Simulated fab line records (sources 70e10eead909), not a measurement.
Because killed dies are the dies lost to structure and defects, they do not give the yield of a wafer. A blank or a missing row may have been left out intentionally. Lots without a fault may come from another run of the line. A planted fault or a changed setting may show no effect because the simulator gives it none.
Matching of chambers | flow nand harc | rie diel-02 running NHARC_THIN_TSV_DESCUM_14: 4 sister chambers
The step chemistry O2, time 3 s. 4 wafers are shown with their chamber, then 11 later ones without.

== EACH WAFER AND ITS CHAMBER ==
wafer  | chamber | drypump motor current A (A)
L082.6 | 2       | 5.3
L086.1 | 0       | 5.9
L086.6 | 1       | 5.7
L089.1 | 3       | 4.7

== WAFERS WHOSE CHAMBER IS MISSING ==
wafer  | drypump motor current A (A)
L089.2 | 5.3
L089.4 | 5.7
L090.1 | 5.4
L090.2 | 5.9
L090.6 | 4.7
L094.1 | 5.9
L094.2 | 5.7
L094.6 | 5.9
L097.3 | 4.7
L097.4 | 5.7
L097.6 | 5.9

== THE CHAMBER EACH PASSED THROUGH ==
wafer  | from the rows above | in truth
L089.2 | 2                   | 2
L089.4 | 1                   | 1
L090.1 | 2                   | 2
L090.2 | 0                   | 0
L090.6 | 3                   | 3
L094.1 | 0                   | 0
L094.2 | 1                   | 1
L094.6 | 0                   | 0
L097.3 | 3                   | 3
L097.4 | 1                   | 1
L097.6 | 0                   | 0
Correct placement for 11 of the 11. From these rows, 0 cannot be placed. Placed wrongly: 0.
How it was worked out, from the rows above alone: a wafer's distance from a chamber is the root of the sum, over the readings, of the square of ((its reading less the chamber's mean) divided by the reading's scatter). If the next closest chamber is less than 2 further off than the closest, the wafer can't be placed; otherwise it belongs to the closest. The mean given for a chamber averages the wafers shown for that chamber. The scatter: with one shown wafer a chamber, the root of the mean of the squares of how far each hidden wafer lies from its nearest shown one.
